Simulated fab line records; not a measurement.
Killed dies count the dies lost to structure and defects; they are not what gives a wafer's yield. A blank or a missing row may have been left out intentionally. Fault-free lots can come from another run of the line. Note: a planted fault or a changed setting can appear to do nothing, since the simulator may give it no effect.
fab line records	flow n5-finfet
record lots=9	wafers=27	last-day=20
route steps=1938 shown BEOL_M1@774 BEOL_M4@1111 PASSIVATION@1936
lots that met no fault: taken from a fault-free run of the same line
start-h: the number of hours between the record's first day and the start of the first shown wafer of the lot	wait-h: time in hours since the lot's previous step	" the same as in the row above	L1.1+2: one row covering several wafers at once	- no value, or no start given	* or withheld: withheld	< > ~ a bound
route shown NAME@n: names a module that has steps shown in the file, with the first one's number in the route	usual: mean/standard deviation of fault-free wafers	same: alike in all rows	chamber/n: place in a boat	sites: readings site by site	_std_site: the values' standard deviation	_edge_site: mean of outer sites minus mean of inner sites	radius-mm: for every site, how far away it sits from the centre of the wafer	mask NAME#n: copy n	behind: the tool/chamber that last shaped the wafer	hold: why the lot went on hold/how many hours it stayed there/how the hold came to an end	device: the transistor (n, p or np) that didn't switch	end of line: tests run on the same wafers once the route is complete	a step without rows: its recipe alone	killed: dies lost to structure and defects at the first sort, not the wafer's yield	map: a wafer's dies, x killed, . not, _ none there
set.NAME: the setting as run; set.NAME@STEP: as run at that earlier step	model.NAME: the simulator's own value behind a step, which no gauge read
the route's steps for a sample of lots (tables are steps, rows are wafers)
services: the hour from which a tool's chamber was out of use, counted from the record's first day as start-h (under 0 if before that day), plus the number of hours and why
## steps
# step N5_BEOL_M1_HM_OPEN_17
# recipe chemistry=Cl2/BCl3	target-depth-a=200	overetch-a=60	target=TiN	mask-material=SOC	ion-energy-ev=150	pressure-mtorr=10	icp-w=1000	bias-w=126	Cl2_flow_sccm=53.25	bcl3-flow-sccm=21.75	Ar_flow_sccm=25
# usual drypump-motor-current-A=5.9/0.53	oes-product-au=0.67/0.092	throttle-valve-pct=21.99/0.19
lot.wafer	tool	chamber	start-h	wait-h	drypump-motor-current-A	oes-product-au	rf-hours-counter-h	throttle-valve-pct
L469.2	rie-metal-02	1	136.58	0.0	6.0	0.73	18	22.37
L469.3	"	0	"	"	5.6	0.55	-	22.09
L469.4	"	1	"	"	6.0	0.74	-	22.34
L470.1	rie-metal-02	0	138.25	0.0	5.6	0.55	110	22.08
L470.2	"	1	"	"	6.0	0.74	18	22.34
L470.4	"	1	"	"	6.0	0.73	-	22.34
L475.1	rie-metal-01	0	174.74	0.0	6.8	0.81	1	22.06
L475.3	"	1	"	"	6.1	0.67	-	21.82
L475.6	"	0	"	"	6.8	0.82	-	22.05
L476.1	rie-metal-01	0	217.51	0.0	6.7	0.80	3	22.05
L476.3	"	0	"	"	6.8	0.79	-	22.04
L476.4	"	1	"	"	6.1	0.66	-	21.83
L484.1	rie-metal-01	0	271.98	0.0	6.8	0.77	6	22.05
L484.4	"	1	"	"	6.2	0.66	-	21.84
L484.5	"	0	"	"	6.8	0.77	-	22.06
L486.1	rie-metal-01	1	275.48	0.0	6.1	0.66	41	21.84
L486.2	"	0	"	"	6.7	0.78	6	22.04
L486.5	"	0	"	"	6.8	0.78	-	22.04
L489.1	rie-metal-03	0	309.37	0.0	5.9	0.81	1	21.62
L489.2	"	1	"	"	5.1	0.65	51	21.91
L489.4	"	1	"	"	5.1	0.65	-	21.93
L488.1	rie-metal-01	1	309.47	0.0	6.1	0.64	46	21.84
L488.4	"	1	"	"	6.2	0.65	-	21.86
L488.5	"	1	"	"	6.2	0.65	-	21.85
L491.4	rie-metal-03	1	309.71	0.1	5.1	0.65	-	21.93
L491.5	"	1	"	"	5.1	0.65	-	21.92
L491.6	"	0	"	"	5.9	0.82	-	21.61
# step N5_BEOL_M1_INSPECT_30
# recipe mode=adi	inspect-instrument=brightfield
# usual raw-defect-count=415/84
lot.wafer	tool	chamber	start-h	wait-h	raw-defect-count
L469.2	defect-inspect-02	-	137.31	0.0	468
L469.3	"	-	"	"	471
L469.4	"	-	"	"	366
L470.1	defect-inspect-01	-	138.84	0.1	496
L470.2	"	-	"	"	315
L470.4	"	-	"	"	484
L475.1	defect-inspect-01	-	175.37	0.1	407
L475.3	"	-	"	"	310
L475.6	"	-	"	"	523
L476.1	defect-inspect-02	-	218.09	0.1	479
L476.3	"	-	"	"	613
L476.4	"	-	"	"	404
L484.1	defect-inspect-01	-	272.63	0.1	492
L484.4	"	-	"	"	457
L484.5	"	-	"	"	444
L486.1	defect-inspect-01	-	276.07	0.1	492
L486.2	"	-	"	"	444
L486.5	"	-	"	"	439
L489.1	defect-inspect-02	-	310.09	0.1	357
L489.2	"	-	"	"	355
L489.4	"	-	"	"	343
L488.1	defect-inspect-01	-	310.27	0.1	334
L488.4	"	-	"	"	350
L488.5	"	-	"	"	321
L491.4	defect-inspect-01	-	310.37	0.0	409
L491.5	"	-	"	"	320
L491.6	"	-	"	"	309
# step N5_BEOL_M1_TRENCH_ETCH_37
# recipe chemistry=C4F6/O2	target-depth-a=552.07	target=SiOC	time-s=29	ion-energy-ev=250	pressure-mtorr=30	source-w=355	bias-w=185	Ar_flow_sccm=300	C4F6_flow_sccm=10	O2_flow_sccm=10
# usual drypump-motor-current-A=5.7/0.42	oes-product-au=0.78/0.091	rf-vpp-V=664/5.7	run-length-s=52.5/0.36	showerhead-plenum-p-Torr=2.81/0.082	throttle-valve-pct=20.92/0.17
lot.wafer	tool	chamber	start-h	wait-h	drypump-motor-current-A	oes-product-au	rf-hours-counter-h	rf-vpp-V	run-length-s	showerhead-plenum-p-Torr	throttle-valve-pct
L469.2	rie-diel-03	3	139.39	-	5.4	0.71	164	670	53.1	2.96	21.04
L469.3	"	1	"	"	5.7	0.74	169	660	52.3	2.85	21.24
L469.4	"	2	"	"	5.7	0.71	192	667	52.6	2.73	20.98
L470.1	rie-diel-02	0	139.86	-	4.8	0.68	243	665	52.8	2.91	21.12
L470.2	"	2	"	"	6.1	0.86	52	666	52.7	2.78	20.89
L470.4	"	0	"	"	4.8	0.68	-	665	52.7	2.91	21.10
L475.1	rie-diel-02	1	182.82	-	5.6	0.75	158	658	52.9	2.73	21.05
L475.3	"	2	"	"	6.1	0.86	62	665	48.9	2.78	20.89
L475.6	"	3	"	"	5.9	0.73	-	652	52.6	2.72	20.76
L476.1	rie-diel-02	3	221.03	-	5.9	0.73	185	652	52.8	2.72	20.77
L476.3	"	0	"	"	4.8	1.00	3	666	52.9	2.90	20.73
L476.4	"	2	"	"	6.1	0.85	68	663	49.1	2.78	20.89
L486.1	rie-diel-02	2	278.92	-	6.0	0.84	84	666	52.5	2.77	20.92
L486.2	"	0	"	"	4.8	0.94	20	666	52.3	2.90	20.76
L486.5	"	3	"	"	5.9	0.72	-	653	52.5	2.72	20.80
L484.1	rie-diel-02	2	279.28	-	6.1	0.83	84	663	52.2	2.77	20.94
L484.4	"	3	"	"	5.9	0.71	200	653	52.9	2.71	20.80
L484.5	"	2	"	"	6.1	0.84	-	666	52.7	2.77	20.92
L489.1	rie-diel-02	0	310.77	-	4.8	0.92	28	663	52.4	2.89	20.77
L489.2	"	2	"	"	6.0	0.82	95	666	52.2	2.77	20.94
L489.4	"	3	"	"	5.9	0.70	211	652	52.5	2.71	20.83
L488.1	rie-diel-05	2	311.57	-	6.2	0.89	38	666	52.6	2.79	20.88
L488.4	"	1	"	"	5.4	0.85	70	671	52.7	2.89	20.66
L488.5	"	1	"	"	5.3	0.85	-	671	52.3	2.89	20.67
L491.4	rie-diel-02	1	312.02	-	5.6	0.73	192	657	53.0	2.71	21.11
L491.5	"	2	"	"	6.1	0.83	-	664	52.5	2.77	20.95
L491.6	"	3	"	"	5.9	0.71	-	650	52.5	2.71	20.82
# step N5_BEOL_M1_OCD_MEAS_38
# usual trench-depth-nm=55.2/0.88
lot.wafer	tool	chamber	start-h	wait-h	trench-depth-nm
L469.2	ocd-01	-	139.55	-	54.1
L469.3	"	-	"	"	54.7
L469.4	"	-	"	"	55.1
L470.1	ocd-02	-	140.02	-	53.4
L470.2	"	-	"	"	55.1
L470.4	"	-	"	"	54.3
L475.1	ocd-02	-	182.98	-	53.9
L475.3	"	-	"	"	49.5
L475.6	"	-	"	"	56.2
L476.1	ocd-02	-	221.18	-	55.5
L476.3	"	-	"	"	56.4
L476.4	"	-	"	"	49.3
L486.1	ocd-02	-	279.08	-	56.2
L486.2	"	-	"	"	56.7
L486.5	"	-	"	"	55.7
L484.1	ocd-02	-	279.44	-	56.1
L484.4	"	-	"	"	55.0
L484.5	"	-	"	"	55.4
L489.1	ocd-02	-	310.93	-	57.0
L489.2	"	-	"	"	56.3
L489.4	"	-	"	"	54.9
L488.1	ocd-02	-	311.73	-	55.0
L488.4	"	-	"	"	55.0
L488.5	"	-	"	"	55.5
L491.4	ocd-01	-	312.18	-	55.1
L491.5	"	-	"	"	56.2
L491.6	"	-	"	"	54.7
# step N5_BEOL_M1_ALD_84
# recipe material=TaN	target-thk-a=*	temp-c=275	ald-precursor-family=PDMAT	ald-co-reactant=NH3	pressure-torr=3	carrier-flow-sccm=1500	pulse-time-s=2	purge-time-s=3	co-reactant-purge-time-s=2	co-reactant-pulse-time-s=3	ald-cycles=30	precursor-vessel-temp-c=75	precursor-vessel-pressure-torr=26.25	precursor-vessel-carrier-sccm=1000
# usual heater-power-outer-w=230/27	heater-power-w=426/46
lot.wafer	tool	chamber	start-h	wait-h	heater-power-outer-w	heater-power-w
L469.2	ald-metal-02	2	140.09	0.0	281	500
L469.3	"	3	"	"	229	427
L469.4	"	1	"	"	269	493
L470.1	ald-metal-04	0	140.57	0.1	200	365
L470.2	"	2	"	"	192	369
L470.4	"	3	"	"	230	439
L475.1	ald-metal-04	2	183.30	0.0	189	364
L475.3	"	1	"	"	249	426
L475.6	"	0	"	"	195	371
L476.1	ald-metal-02	1	222.01	0.0	274	482
L476.3	"	2	"	"	282	514
L476.4	"	3	"	"	230	443
L486.1	ald-metal-03	1	279.85	0.0	203	343
L486.2	"	2	"	"	223	394
L486.5	"	1	"	"	202	349
L484.1	ald-metal-04	1	280.01	0.0	246	440
L484.4	"	1	"	"	241	437
L484.5	"	3	"	"	225	435
L489.1	ald-metal-02	1	311.25	0.0	283	497
L489.2	"	2	"	"	269	520
L489.4	"	0	"	"	224	432
L488.1	ald-metal-02	3	312.06	0.0	229	417
L488.4	"	3	"	"	234	435
L488.5	"	1	"	"	282	486
L491.4	ald-metal-04	0	312.82	0.3	195	368
L491.5	"	0	"	"	193	373
L491.6	"	3	"	"	228	446
# step N5_BEOL_M4_RC_MEAS_101
# usual DIBL_N=36.5/1.2	DIBL_P=36.5/1.6	IOFF_N=0.162/0.023	IOFF_P=0.221/0.03	ION_N=678/8	ION_P=466/6.3	SS_N=71.6/0.46	SS_P=73.3/0.57	VT_N=249.2/2.6	VT_P=-249/3.3
lot.wafer	tool	chamber	start-h	wait-h	DIBL_N[mV/V]	DIBL_P[mV/V]	IOFF_N[nA/um]	IOFF_P[nA/um]	ION_N[uA/um]	ION_P[uA/um]	SS_N[mV/dec]	SS_P[mV/dec]	VT_N[mV]	VT_P[mV]
L469.2	prober-02	0	227.78	0.2	36.0	36.5	0.144	0.206	675	469	71.5	73.3	252.9	-250
L469.3	"	0	"	"	37.7	39.4	0.172	0.268	675	476	71.9	73.8	246.7	-247
L469.4	"	0	"	"	38.3	39.4	0.186	0.272	688	475	71.6	73.1	248.1	-244
L470.1	prober-02	0	242.59	0.4	35.9	36.2	0.143	0.197	676	470	71.2	73.5	251.3	-252
L470.2	"	0	"	"	38.2	38.8	0.187	0.249	691	468	71.9	74.2	247.9	-249
L470.4	"	0	"	"	34.9	34.9	0.126	0.177	664	458	71.0	73.4	253.5	-254
L475.1	prober-02	0	254.83	0.0	36.9	37.8	0.162	0.189	680	459	71.5	73.0	250.4	-253
L475.3	"	0	"	"	36.6	37.4	0.155	0.180	667	454	71.3	74.0	251.2	-254
L475.6	"	0	"	"	36.5	37.5	0.156	0.176	682	460	71.9	72.5	250.6	-256
L476.1	prober-02	0	257.33	0.0	35.8	36.0	0.152	0.205	680	465	71.8	73.0	252.3	-252
L476.3	"	0	"	"	35.8	36.5	0.151	0.210	669	458	71.4	73.1	249.7	-250
L476.4	"	0	"	"	35.5	35.2	0.148	0.194	682	464	71.0	73.2	250.3	-252
L484.1	prober-02	0	320.28	0.0	35.0	36.7	0.145	0.218	684	475	71.1	73.9	249.7	-248
L484.4	"	0	"	"	35.2	35.8	0.135	0.209	681	474	71.5	73.2	251.7	-251
L484.5	"	0	"	"	36.1	37.5	0.160	0.250	686	481	71.6	73.1	249.6	-246
L486.1	prober-01	0	323.73	0.0	36.2	38.9	0.194	0.254	695	471	72.0	73.8	247.0	-246
L486.2	"	0	"	"	35.3	38.1	0.165	0.232	677	464	72.7	72.7	248.3	-248
L486.5	"	0	"	"	34.6	36.3	0.152	0.215	678	465	71.9	73.0	251.2	-247
L489.1	prober-02	0	361.53	0.0	37.5	37.2	0.169	0.210	675	462	72.1	73.1	250.7	-251
L489.2	"	0	"	"	37.1	36.5	0.147	0.203	669	462	72.0	72.9	251.4	-249
L489.4	"	0	"	"	35.6	34.3	0.125	0.176	668	459	70.9	73.2	253.9	-252
L488.1	prober-01	0	364.54	0.0	38.0	36.7	0.167	0.214	674	462	72.0	74.3	246.7	-249
L488.4	"	0	"	"	37.1	35.6	0.155	0.203	677	465	71.5	72.9	248.8	-250
L488.5	"	0	"	"	36.0	34.9	0.138	0.189	672	464	71.7	73.1	250.6	-249
L491.4	prober-02	0	367.87	0.5	38.1	38.1	0.181	0.251	678	468	72.3	74.5	248.3	-249
L491.5	"	0	"	"	37.7	36.9	0.170	0.233	691	469	72.2	74.4	249.1	-247
L491.6	"	0	"	"	39.2	38.9	0.206	0.258	690	463	72.1	73.9	245.9	-249
# step N5_PASSIVATION_PROBE_49
# usual defect-limited-yield=91.2/1.3	killed_at_M0_to_M3=34/9.2	killed_at_M4_up=14/5	killed-at-contacts=13/6.7	killed-at-front-end=39/12	killed-at-other=4/3.3	killed-dies=104/15	killed-on-rim=14/3.7	killed-open=68/12	killed-short=34/7.5	sort_bin_5_function=5.2/0.87	sort_bin_6_memory=3.3/0.63	sort-n-pass=1076/15	sort-yield-pct=91.2/1.3
# same gross-dies=1180	killed-at-back-side=0	sort_bin_4_leakage[%]=0	sort_bin_8_speed[%]=0
lot.wafer	tool	chamber	start-h	wait-h	defect-limited-yield[%]	killed_at_M0_to_M3	killed_at_M4_up	killed-at-contacts	killed-at-front-end	killed-at-other	killed-dies	killed-on-rim	killed-open	killed-short	sort_bin_5_function[%]	sort_bin_6_memory[%]	sort-n-pass	sort-yield-pct[%]
L486.1	prober-02	-	438.03	0.5	91.8	27	10	7	50	3	97	18	52	40	4.6	3.0	1083	91.8
L486.2	prober-02	-	438.08	0.5	90.6	34	16	8	46	7	111	15	74	31	5.6	3.5	1069	90.6
L486.5	prober-02	-	438.23	0.7	91.7	23	15	12	36	12	98	16	58	36	5.5	2.4	1082	91.7
# killed by level:class
L486.1 FIN_SAQP:geometric-particle:short=17 FIN_SAQP:geometric-particle:open=11 BEOL_M2:geometric-particle:open=10 DUMMY_GATE:geometric-particle:open=7 MOL_CONTACT_COAG:geometric-particle:open=6 BEOL_M3:geometric-particle:open=4 BEOL_M2:geometric-particle:short=3 STARTING-WAFER:geometric-particle:short=3
L486.2 FIN_SAQP:geometric-particle:open=12 FIN_SAQP:geometric-particle:short=11 BEOL_M2:geometric-particle:open=9 MOL_CONTACT_COAG:geometric-particle:open=7 BEOL_M0:geometric-particle:open=7 STI_FIN_REVEAL:geometric-particle:open=6 DUMMY_GATE:geometric-particle:open=5 BEOL_M5:geometric-particle:open=5
L486.5 FIN_SAQP:geometric-particle:short=14 MOL_CONTACT_COAG:geometric-particle:open=11 FIN_SAQP:geometric-particle:open=10 BEOL_M0_SAQP:geometric-particle:short=6 BEOL_M4:geometric-particle:open=5 GATE_CUT:geometric-particle:short=4 BEOL_M3:geometric-particle:open=4 BEOL_M5:geometric-particle:open=3
## services
tool	chamber	start-h	hours	kind
ald-metal-03	-	125.20	0.6	repair
rie-diel-02	-	151.09	15.6	pm
rie-diel-05	-	153.22	28.1	pm
ald-metal-02	-	170.32	2.8	pm
rie-diel-05	3	189.24	1.3	repair
rie-diel-05	-	207.38	2.6	repair
rie-metal-03	-	212.47	1.0	repair
rie-diel-05	1	213.83	14.7	repair
rie-metal-03	-	214.10	2.8	pm
rie-diel-05	-	217.62	0.7	repair
ald-metal-04	2	218.00	4.3	repair
ald-metal-03	1	220.55	14.1	repair
ald-metal-03	-	224.35	0.4	repair
rie-diel-05	3	227.96	6.0	repair
ald-metal-03	3	228.52	4.3	repair
rie-diel-05	1	229.85	2.6	repair
rie-diel-02	-	241.35	2.8	pm
rie-diel-05	0	249.90	1.2	repair
rie-diel-02	3	250.98	4.4	repair
rie-diel-03	3	251.86	6.5	repair
rie-metal-02	-	254.09	14.6	pm
ald-metal-04	2	257.00	28.1	repair
ald-metal-03	0	272.87	29.1	repair
rie-diel-02	0	294.77	12.3	repair
## key
first-sign step=N5_BEOL_M1_TRENCH_ETCH_37	reading=run-length-s	direction=down	sigmas=9.9	usual=*	struck=*
effect step=N5_BEOL_M1_OCD_MEAS_38	reading=trench-depth-nm	direction=down	sigmas=6.6	usual=55.2	struck=49.4
met-at N5_BEOL_M1_TRENCH_ETCH_37
struck-lots L475,L476
struck-wafers L475.3,L476.4
not-acting-at N5_BEOL_M1_HM_OPEN_17,N5_BEOL_M1_INSPECT_30,N5_BEOL_M1_ALD_84
onset-between 139.86 182.82
fault kind=process-parameter-drift	tool=rie-diel-02	chamber=2	onset-h=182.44	steps=N5_BEOL_M1_TRENCH_ETCH_37	channel=time-s	offset=*	shape=step	end-h=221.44	acts-in=*	stated=*
